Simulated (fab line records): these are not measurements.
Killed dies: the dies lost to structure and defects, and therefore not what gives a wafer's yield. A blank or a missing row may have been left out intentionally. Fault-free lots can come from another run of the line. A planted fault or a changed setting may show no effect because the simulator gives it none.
fab line records -- flow nand-harc
record: lots: 7, wafers: 21, last-day: 25
route steps=1159 shown A_CONTACT@850
lots untouched by any fault: they come from a run of this same line in which no faults occurred
start-h: hours from the record's first day to the start of the lot's first wafer shown -- wait-h: how many hours have passed since the lot's step before this one -- " identical to the entry in the row above -- L1.1+2: a row that stands for several wafers -- - no value, or no start given -- * or withheld: withheld -- < > ~ a bound
route shown NAME@n: NAME is a module with steps in the file, n the number in the route of the first one -- usual: mean/standard deviation taken from wafers without a fault -- same: alike in all rows -- chamber/n: place in a boat -- sites: per-site readings -- _std_site: the standard deviation of these -- _edge_site: inner sites' mean taken away from outer sites' mean -- radius-mm: how far each site lies from the wafer's centre -- mask NAME#n: copy n -- behind: the most recent tool/chamber to have shaped the wafer -- hold: why the lot was held/for how many hours/how that ended -- device: names the non-switching transistor (n, p or np) -- end of line: the tests these same wafers got at the end of their route -- for a step that has no rows: nothing shown but its recipe -- killed: not the wafer's yield, but the dies lost to structure and defects at the first sort -- map: a wafer's dies, marking killed ones x, the rest . and places with no die _
set.NAME: the setting as run; set.NAME@STEP: as run at that earlier step -- model.NAME: the simulator's own value behind a step, which no gauge read
lots at selected steps of the route; one table per step, one row per wafer
services: a tool's chamber out of use, with start hour (start-h, from the record's first day; less than 0 if before it), hours out, and reason
== steps ==
step: NHARC_A_CONTACT_EBR_38
step: NHARC_A_CONTACT_EXPOSE_39
recipe: na: 1.35, sigma-outer: 0.8, dose-mj: 58.79, mask-id: A_CC_3
step: NHARC_A_CONTACT_PEB_40
recipe: peb-temp-c: 100, peb-time-s: 65
step: NHARC_A_CONTACT_DEVELOP_41
recipe: develop-time-s: 35, dev-temp-c: 23
step: NHARC_A_CONTACT_CD_MEAS_42
recipe: target-cd-nm: 200, landing-energy-ev: 500
usual: cd-nm: 199.9/0.47
lot.wafer,tool,chamber,start-h,wait-h,cd-nm
L608.2,cd-sem-02,0,403.37,-,200.2
L608.4,cd-sem-02,0,403.37,-,200.0
L608.6,cd-sem-02,0,403.37,-,200.8
L610.2,cd-sem-03,0,407.57,-,200.0
L610.4,cd-sem-03,0,407.57,-,200.7
L610.6,cd-sem-03,0,407.57,-,200.0
L611.2,cd-sem-02,0,410.06,-,199.9
L611.3,cd-sem-02,0,410.06,-,199.2
L611.6,cd-sem-02,0,410.06,-,199.5
L609.1,cd-sem-02,0,414.77,-,200.3
L609.4,cd-sem-02,0,414.77,-,199.5
L609.5,cd-sem-02,0,414.77,-,199.6
L619.1,cd-sem-02,0,472.92,-,198.8
L619.2,cd-sem-02,0,472.92,-,199.0
L619.5,cd-sem-02,0,472.92,-,199.9
L620.1,cd-sem-01,0,481.78,-,199.3
L620.2,cd-sem-01,0,481.78,-,199.9
L620.4,cd-sem-01,0,481.78,-,199.8
L626.1,cd-sem-01,0,523.74,-,200.0
L626.4,cd-sem-01,0,523.74,-,199.8
L626.5,cd-sem-01,0,523.74,-,199.9
step: NHARC_A_CONTACT_OVL_MEAS_43
usual: overlay-x-nm: 0.1/0.84, overlay-y-nm: 0.3/0.96
lot.wafer,tool,chamber,start-h,wait-h,overlay-x-nm,overlay-y-nm
L608.2,overlay-01,-,403.46,-,0.2,-0.2
L608.4,overlay-01,-,403.46,-,0.1,-0.2
L608.6,overlay-01,-,403.46,-,-0.6,-0.3
L610.2,overlay-01,-,407.66,-,1.0,0.1
L610.4,overlay-01,-,407.66,-,1.3,-0.2
L610.6,overlay-01,-,407.66,-,0.9,0.5
L611.2,overlay-01,-,410.15,-,2.2,-1.7
L611.3,overlay-01,-,410.15,-,2.4,-0.8
L611.6,overlay-01,-,410.15,-,2.0,-1.0
L609.1,overlay-01,-,414.86,-,0.3,0.1
L609.4,overlay-01,-,414.86,-,0.3,0.0
L609.5,overlay-01,-,414.86,-,0.7,0.4
L619.1,overlay-01,-,473.01,-,-0.2,-1.0
L619.2,overlay-01,-,473.01,-,0.1,-0.9
L619.5,overlay-01,-,473.01,-,0.0,-0.9
L620.1,overlay-02,-,481.87,-,-0.2,-0.7
L620.2,overlay-02,-,481.87,-,-0.2,-1.0
L620.4,overlay-02,-,481.87,-,0.3,-0.9
L626.1,overlay-02,-,523.83,-,-0.6,-1.0
L626.4,overlay-02,-,523.83,-,-1.3,-0.4
L626.5,overlay-02,-,523.83,-,-1.1,0.2
step: NHARC_A_CONTACT_INSPECT_44
usual: raw-defect-count: 26/12
lot.wafer,tool,chamber,start-h,wait-h,raw-defect-count
L608.2,defect-inspect-02,-,403.50,0.0,20
L608.4,defect-inspect-02,-,403.50,0.0,23
L608.6,defect-inspect-02,-,403.50,0.0,24
L610.2,defect-inspect-02,-,407.70,0.0,31
L610.4,defect-inspect-02,-,407.70,0.0,23
L610.6,defect-inspect-02,-,407.70,0.0,34
L611.2,defect-inspect-01,-,410.18,0.0,13
L611.3,defect-inspect-01,-,410.18,0.0,27
L611.6,defect-inspect-01,-,410.18,0.0,25
L609.1,defect-inspect-02,-,414.90,0.0,16
L609.4,defect-inspect-02,-,414.90,0.0,21
L609.5,defect-inspect-02,-,414.90,0.0,18
L619.1,defect-inspect-02,-,473.04,0.0,46
L619.2,defect-inspect-02,-,473.04,0.0,48
L619.5,defect-inspect-02,-,473.04,0.0,54
L620.1,defect-inspect-02,-,481.92,0.1,41
L620.2,defect-inspect-02,-,481.92,0.1,58
L620.4,defect-inspect-02,-,481.92,0.1,44
L626.1,defect-inspect-01,-,523.87,0.0,13
L626.4,defect-inspect-01,-,523.87,0.0,9
L626.5,defect-inspect-01,-,523.87,0.0,13
step: NHARC_A_CONTACT_DESCUM_47
recipe: time-s: 3, o2-flow-sccm: 200, ar-flow-sccm: 0, bias-power-w: 0, chemistry: O2
usual: drypump-motor-current-A: 5.94/0.22, oes-product-au: 1.000/0.0075, rf-vpp-V: 57.7/0.86, showerhead-plenum-p-Torr: 1.89/0.088, throttle-valve-pct: 11.311/0.0096
lot.wafer,tool,chamber,start-h,wait-h,drypump-motor-current-A,oes-product-au,rf-hours-counter-h,rf-vpp-V,showerhead-plenum-p-Torr,throttle-valve-pct
L608.2,rie-diel-01,1,403.57,0.1,6.09,0.997,30,57.6,1.98,11.320
L608.4,rie-diel-01,2,403.57,0.1,5.72,0.999,33,57.8,1.79,11.309
L608.6,rie-diel-01,0,403.57,0.1,5.65,1.003,-,57.4,1.78,11.329
L610.4,rie-diel-02,1,407.87,0.2,6.24,1.006,13,57.1,2.02,11.301
L610.2,rie-diel-02,3,407.87,0.2,6.01,0.994,12,58.3,1.84,11.301
L610.6,rie-diel-02,1,407.87,0.2,6.23,1.000,-,59.0,2.02,11.304
L611.2,rie-diel-01,1,410.25,0.1,6.07,1.001,32,57.6,1.98,11.311
L611.3,rie-diel-01,3,410.25,0.1,5.59,1.018,36,57.5,2.04,11.335
L611.6,rie-diel-01,1,410.25,0.1,6.09,1.007,-,57.8,1.98,11.300
L609.1,rie-diel-01,0,414.97,0.1,5.70,1.005,35,56.2,1.78,11.312
L609.4,rie-diel-01,1,414.97,0.1,6.08,0.996,35,57.1,1.98,11.312
L609.5,rie-diel-01,2,414.97,0.1,5.69,1.005,-,57.5,1.78,11.315
L619.2,rie-diel-12,3,473.11,0.1,6.21,1.001,29,58.3,1.98,11.316
L619.1,rie-diel-12,1,473.11,0.1,5.79,0.988,21,57.9,1.78,11.317
L619.5,rie-diel-12,0,473.11,0.1,6.12,0.999,-,58.9,1.90,11.302
L620.4,rie-diel-01,2,481.98,0.1,5.69,0.998,65,58.2,1.78,11.319
L620.2,rie-diel-01,0,481.98,0.1,5.72,1.001,62,56.0,1.77,11.317
L620.1,rie-diel-01,1,481.98,0.1,6.09,1.001,60,58.8,1.97,11.319
L626.1,rie-diel-12,1,523.93,0.1,5.77,1.003,38,58.0,1.78,11.317
L626.4,rie-diel-12,3,523.93,0.1,6.22,1.006,44,57.4,1.98,11.312
L626.5,rie-diel-12,2,523.93,0.1,5.58,1.008,-,57.9,1.87,11.315
step: NHARC_A_CONTACT_ETCH_48
recipe: target-depth-a: 390, over-etch-frac: 0.3, time-s: 65, ion-energy-ev: 80, cf4-flow-sccm: 150, ar-flow-sccm: 0, rf-w: 300, bias-w: 100, chemistry: CF4
usual: bias-w: 100.01/0.27, cf4-flow-sccm: 150.0/0.43, drypump-motor-current-A: 5.97/0.21, oes-product-au: 0.999/0.0076, rf-vpp-V: 151.1/1.2, showerhead-plenum-p-Torr: 1.75/0.074, throttle-valve-pct: 13.283/0.009
lot.wafer,tool,chamber,start-h,wait-h,bias-w,cf4-flow-sccm,drypump-motor-current-A,oes-product-au,rf-hours-counter-h,rf-vpp-V,showerhead-plenum-p-Torr,throttle-valve-pct
L608.2,rie-diel-01,1,403.64,0.1,99.94,150.5,6.08,1.002,30,152.0,1.83,13.271
L608.4,rie-diel-01,0,403.64,0.1,100.22,149.8,5.68,1.000,30,148.7,1.65,13.288
L608.6,rie-diel-01,1,403.64,0.1,99.90,150.4,6.08,1.001,-,152.3,1.83,13.284
L610.4,rie-diel-02,2,407.96,0.1,100.20,150.6,5.97,1.006,13,149.4,1.71,13.291
L610.2,rie-diel-02,3,407.96,0.1,99.87,149.7,5.97,0.988,12,151.9,1.71,13.293
L610.6,rie-diel-02,1,407.96,0.1,99.87,150.1,6.24,1.008,-,153.0,1.86,13.275
L611.2,rie-diel-01,1,410.33,0.1,100.06,150.7,6.08,0.993,32,150.8,1.83,13.278
L611.3,rie-diel-01,0,410.33,0.1,100.03,149.4,5.70,1.013,32,151.7,1.65,13.285
L611.6,rie-diel-01,1,410.33,0.1,99.93,150.0,6.09,1.001,-,152.3,1.83,13.273
L609.4,rie-diel-01,2,415.06,0.1,100.12,150.2,5.68,0.997,38,150.1,1.66,13.290
L609.1,rie-diel-01,3,415.06,0.1,99.72,150.5,5.59,1.008,38,151.9,1.88,13.282
L609.5,rie-diel-01,1,415.06,0.1,99.43,149.3,6.08,1.002,-,152.4,1.83,13.294
L619.1,rie-diel-12,0,473.20,0.1,100.19,150.1,6.13,0.991,29,148.8,1.76,13.272
L619.2,rie-diel-12,2,473.20,0.1,100.29,149.7,5.57,0.995,26,151.8,1.74,13.306
L619.5,rie-diel-12,3,473.20,0.1,100.02,149.5,6.22,1.001,-,150.4,1.83,13.280
L620.4,rie-diel-01,0,482.07,0.1,99.71,149.0,5.69,0.991,62,149.9,1.64,13.283
L620.2,rie-diel-01,2,482.07,0.1,99.69,149.8,5.73,0.996,65,150.8,1.65,13.276
L620.1,rie-diel-01,3,482.07,0.1,100.31,150.5,5.55,0.998,66,152.1,1.87,13.275
L626.1,rie-diel-12,1,524.02,0.1,100.21,150.5,5.81,0.993,38,147.8,1.65,13.282
L626.4,rie-diel-12,2,524.02,0.1,100.22,149.1,5.58,0.989,42,150.9,1.73,13.277
L626.5,rie-diel-12,0,524.02,0.1,100.16,149.7,6.11,1.001,-,151.0,1.75,13.277
step: NHARC_A_CONTACT_ETCH_49
recipe: target-depth-a: 2600, over-etch-frac: 0.3, time-s: 475.3, ion-energy-ev: 200, n2-flow-sccm: 150, h2-flow-sccm: 150, ar-flow-sccm: 0, rf-w: 400, bias-w: 150, chemistry: N2/H2
usual: bias-w: 150.0/0.45, chamber-pressure-mTorr: 29.996/0.028, drypump-motor-current-A: 5.96/0.22, oes-product-au: 1.000/0.0073, rf-vpp-V: 430.0/2.8, showerhead-plenum-p-Torr: 2.02/0.096, throttle-valve-pct: 14.171/0.0096
lot.wafer,tool,chamber,start-h,wait-h,bias-w,chamber-pressure-mTorr,drypump-motor-current-A,oes-product-au,rf-hours-counter-h,rf-vpp-V,showerhead-plenum-p-Torr,throttle-valve-pct
L608.4,rie-diel-01,2,-,-,149.5,30.003,5.71,1.003,33,426.8,1.90,14.181
L608.2,rie-diel-01,3,-,-,149.2,30.015,5.61,0.997,33,434.4,2.18,14.160
L608.6,rie-diel-01,1,-,-,150.4,29.974,6.11,0.997,-,433.3,2.11,14.184
L610.2,rie-diel-02,2,-,-,149.9,29.936,6.16,1.010,13,429.1,1.97,14.182
L610.4,rie-diel-02,3,-,-,149.6,29.997,6.01,0.992,12,428.0,1.96,14.153
L610.6,rie-diel-02,2,-,-,150.1,29.988,6.11,0.996,-,427.4,1.97,14.166
L611.3,rie-diel-01,0,-,-,150.2,29.993,5.67,0.999,32,427.4,1.89,14.173
L611.2,rie-diel-01,1,-,-,150.4,30.024,6.15,0.996,32,433.3,2.11,14.187
L611.6,rie-diel-01,3,-,-,149.2,29.963,5.62,1.004,-,433.4,2.18,14.159
L609.4,rie-diel-01,3,-,-,149.5,30.041,5.57,1.010,38,433.2,2.18,14.177
L609.1,rie-diel-01,1,-,-,150.6,29.950,6.13,0.997,36,432.7,2.11,14.164
L609.5,rie-diel-01,0,-,-,150.8,30.006,5.72,1.002,-,425.7,1.89,14.156
L619.1,rie-diel-12,2,-,-,149.8,30.009,5.60,0.995,27,428.7,2.00,14.170
L619.2,rie-diel-12,0,-,-,149.5,29.964,6.15,0.986,29,430.1,2.02,14.166
L619.5,rie-diel-12,1,-,-,150.9,30.014,5.77,0.985,-,426.9,1.90,14.170
L620.2,rie-diel-01,3,-,-,149.7,30.001,5.56,1.015,66,433.4,2.17,14.186
L620.1,rie-diel-01,0,-,-,150.6,29.971,5.72,0.992,62,426.7,1.88,14.189
L620.4,rie-diel-01,1,-,-,149.9,29.997,6.10,0.996,60,434.0,2.10,14.167
L626.4,rie-diel-12,3,-,-,150.1,29.973,6.21,1.013,44,431.8,2.11,14.164
L626.1,rie-diel-12,0,-,-,149.8,29.930,6.13,1.001,44,429.5,2.02,14.162
L626.5,rie-diel-12,0,-,-,149.3,29.998,6.14,0.998,-,430.4,2.02,14.172
step: NHARC_A_CONTACT_ETCH_50
recipe: target-depth-a: 847, time-s: 42.4, cf4-flow-sccm: 100, chf3-flow-sccm: 30, ar-flow-sccm: 0, rf-w: 500, bias-w: 200, chemistry: CF4/CHF3
step: NHARC_A_CONTACT_ETCH_51
recipe: target-depth-a: 36000, over-etch-frac: 0.3, time-s: 936, ion-energy-ev: 150, o2-flow-sccm: 400, cos-flow-sccm: 20, ar-flow-sccm: 0, rf-w: 500, bias-w: 300, chemistry: O2/COS
usual: bias-w: 300.0/0.89, chamber-pressure-mTorr: 20.000/0.019, drypump-motor-current-A: 5.96/0.22, oes-product-au: 1.000/0.0077, rf-vpp-V: 313.8/2.2, showerhead-plenum-p-Torr: 3.09/0.14, throttle-valve-pct: 28.330/0.0089
lot.wafer,tool,chamber,start-h,wait-h,bias-w,chamber-pressure-mTorr,drypump-motor-current-A,oes-product-au,rf-hours-counter-h,rf-vpp-V,showerhead-plenum-p-Torr,throttle-valve-pct
L608.4,rie-diel-01,3,-,-,299.2,19.997,5.57,1.008,34,317.7,3.32,28.318
L608.2,rie-diel-01,1,-,-,301.5,19.998,6.08,1.008,30,315.4,3.23,28.326
L608.6,rie-diel-01,3,-,-,299.8,19.997,5.54,1.019,-,318.1,3.32,28.325
L610.4,rie-diel-02,0,-,-,299.9,20.028,6.01,1.005,10,313.5,3.07,28.320
L610.2,rie-diel-02,1,-,-,301.3,19.994,6.25,0.999,13,316.9,3.28,28.338
L610.6,rie-diel-02,3,-,-,301.4,19.997,6.01,0.991,-,313.0,3.01,28.331
L611.2,rie-diel-01,0,-,-,300.7,19.970,5.73,1.015,32,310.8,2.91,28.307
L611.3,rie-diel-01,2,-,-,299.5,19.987,5.71,0.989,36,312.6,2.92,28.345
L611.6,rie-diel-01,3,-,-,298.8,19.991,5.56,1.011,-,316.4,3.32,28.321
L609.4,rie-diel-01,2,-,-,300.6,20.008,5.72,0.977,38,310.9,2.92,28.317
L609.1,rie-diel-01,3,-,-,298.5,20.020,5.58,1.001,38,317.6,3.32,28.334
L609.5,rie-diel-01,2,-,-,301.5,20.006,5.70,0.988,-,309.2,2.92,28.325
L619.2,rie-diel-12,1,-,-,301.9,19.984,5.78,0.993,22,310.7,2.92,28.328
L619.1,rie-diel-12,2,-,-,300.3,19.979,5.59,0.995,27,313.0,3.07,28.329
L619.5,rie-diel-12,2,-,-,300.6,19.990,5.59,0.994,-,312.3,3.07,28.333
L620.4,rie-diel-01,3,-,-,300.6,19.963,5.59,0.998,67,318.4,3.30,28.317
L620.2,rie-diel-01,1,-,-,299.4,20.028,6.16,1.001,61,315.2,3.21,28.322
L620.1,rie-diel-01,2,-,-,300.8,20.008,5.68,0.989,65,310.1,2.91,28.330
L626.4,rie-diel-12,0,-,-,297.7,19.981,6.13,0.997,44,313.8,3.09,28.334
L626.1,rie-diel-12,1,-,-,299.7,19.985,5.79,1.000,38,312.2,2.91,28.334
L626.5,rie-diel-12,1,-,-,300.9,20.016,5.80,0.996,-,311.1,2.91,28.337
step: NHARC_A_CONTACT_ETCH_111
recipe: source-w: withheld, pressure-mtorr: 20, bias-v: withheld, time-s: 140, target-depth-a: 7000, ar-flow-sccm: withheld, c4f8-flow-sccm: withheld, o2-flow-sccm: withheld, chemistry: C4F8/O2/Ar
usual: chamber-pressure-mTorr: 19.998/0.02, oes-air-line-au: 0.997/0.019
lot.wafer,tool,chamber,start-h,wait-h,chamber-pressure-mTorr,oes-air-line-au,rf-hours-counter-h
L608.2,har-cap-etch-03,0,404.86,-,19.989,0.993,90
L608.4,har-cap-etch-03,0,404.86,-,20.000,0.994,-
L608.6,har-cap-etch-03,1,404.86,-,20.007,0.986,-
L610.2,har-cap-etch-02,1,409.12,-,-,-,-
L610.4,har-cap-etch-02,1,409.12,-,-,-,-
L610.6,har-cap-etch-02,0,409.12,-,-,-,-
L611.2,har-cap-etch-01,0,411.50,-,-,-,-
L611.3,har-cap-etch-01,1,411.50,-,-,-,-
L611.6,har-cap-etch-01,0,411.50,-,-,-,-
L609.1,har-cap-etch-02,0,416.21,-,-,-,-
L609.4,har-cap-etch-02,0,416.21,-,-,-,-
L609.5,har-cap-etch-02,0,416.21,-,-,-,-
L619.1,har-cap-etch-03,0,474.40,-,20.003,1.026,103
L619.2,har-cap-etch-03,1,474.40,-,20.004,1.005,103
L619.5,har-cap-etch-03,1,474.40,-,19.988,1.050,-
L620.1,har-cap-etch-03,1,483.30,-,20.002,0.985,105
L620.2,har-cap-etch-03,0,483.30,-,19.982,1.015,105
L620.4,har-cap-etch-03,0,483.30,-,20.026,1.013,-
L626.1,har-cap-etch-02,1,525.19,-,20.025,1.013,36
L626.4,har-cap-etch-02,1,525.19,-,19.989,1.008,-
L626.5,har-cap-etch-02,0,525.19,-,19.968,0.985,-
step: NHARC_A_CONTACT_ETCH_112
recipe: source-w: withheld, pressure-mtorr: 20, bias-v: 3000, time-s: 94, target-depth-a: 9220, ar-flow-sccm: withheld, c4f8-flow-sccm: withheld, o2-flow-sccm: withheld, chemistry: C4F8/O2/Ar
usual: chamber-pressure-mTorr: 20.001/0.018, oes-air-line-au: 0.996/0.02
lot.wafer,tool,chamber,start-h,wait-h,chamber-pressure-mTorr,oes-air-line-au,rf-hours-counter-h
L608.2,har-cap-etch-03,0,405.06,0.2,20.018,0.988,90
L608.4,har-cap-etch-03,0,405.06,0.2,20.007,0.992,-
L608.6,har-cap-etch-03,1,405.06,0.2,19.996,0.981,-
L610.2,har-cap-etch-02,1,409.32,0.2,19.976,0.968,15
L610.4,har-cap-etch-02,1,409.32,0.2,20.014,0.983,-
L610.6,har-cap-etch-02,0,409.32,0.2,19.996,1.038,-
L611.2,har-cap-etch-01,0,411.71,0.2,20.008,0.953,61
L611.3,har-cap-etch-01,1,411.71,0.2,20.012,0.994,-
L611.6,har-cap-etch-01,0,411.71,0.2,19.966,1.003,-
L609.1,har-cap-etch-02,0,416.41,0.2,19.988,0.962,17
L609.4,har-cap-etch-02,0,416.41,0.2,20.001,0.954,-
L609.5,har-cap-etch-02,0,416.41,0.2,20.001,0.972,-
L619.1,har-cap-etch-03,0,474.60,0.2,19.992,1.019,103
L619.2,har-cap-etch-03,1,474.60,0.2,19.977,1.028,103
L619.5,har-cap-etch-03,1,474.60,0.2,19.974,1.002,-
L620.1,har-cap-etch-03,1,483.49,0.2,20.003,1.003,105
L620.2,har-cap-etch-03,0,483.49,0.2,19.976,0.996,105
L620.4,har-cap-etch-03,0,483.49,0.2,20.023,1.028,-
L626.1,har-cap-etch-02,1,525.39,0.2,20.019,1.005,37
L626.4,har-cap-etch-02,1,525.39,0.2,20.024,0.998,-
L626.5,har-cap-etch-02,0,525.39,0.2,19.998,0.986,-
== services ==
tool,chamber,start-h,hours,kind
rie-diel-12,-,380.36,9.0,pm
rie-diel-01,0,397.33,-,clean
rie-diel-01,1,397.33,-,clean
rie-diel-01,2,397.33,-,clean
rie-diel-01,3,397.33,-,clean
rie-diel-12,1,404.57,12.5,repair
rie-diel-02,2,421.46,9.2,repair
rie-diel-01,0,422.06,-,clean
rie-diel-01,1,422.06,-,clean
rie-diel-01,2,422.06,-,clean
rie-diel-01,3,422.06,-,clean
rie-diel-02,3,431.41,25.1,repair
rie-diel-01,0,446.85,-,clean
rie-diel-01,1,446.85,-,clean
rie-diel-01,2,446.85,-,clean
rie-diel-01,3,446.85,-,clean
rie-diel-01,-,465.37,0.4,repair
rie-diel-01,0,471.37,-,clean
rie-diel-01,1,471.37,-,clean
rie-diel-01,2,471.37,-,clean
rie-diel-12,-,477.69,0.4,repair
rie-diel-01,1,482.87,4.4,repair
rie-diel-01,-,491.82,9.0,pm
rie-diel-02,-,504.83,9.0,pm
== key ==
first-sign: step: NHARC_A_CONTACT_ETCH_111, reading: tool-record, direction: missing
effect none on later readings
met-at NHARC_A_CONTACT_ETCH_111
struck-wafers L609.1,L609.4,L609.5,L610.2,L610.4,L610.6,L611.2,L611.3,L611.6
later-rows-left-out L609.1,L609.4,L609.5,L610.2,L610.4,L610.6,L611.2,L611.3,L611.6
sort-left-out L609.1,L609.4,L609.5,L610.2,L610.4,L610.6,L611.2,L611.3,L611.6
tester-left-out L609,L610,L611
fault: kind: skipped-step-whole, tool: har-cap-etch-01,har-cap-etch-02, chamber: -, onset-h: 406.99, steps: NHARC_A_CONTACT_ETCH_111, scope: struck-lots-only
tester-left-out: of these lots the tester's yield and bins aren't shown, on N5 and GAA mostly nor the transistor test; their killed dies are dies lost to structure and defects alone, not to doping, threshold or leakage, so they don't give the yield
sort-left-out: the simulated sort isn't trusted on such a fault, so these wafers' sort isn't shown, and their yield isn't known
later-rows-left-out: the simulator's readings of these wafers behind a module that went badly wrong aren't trusted and aren't shown, but for the sort
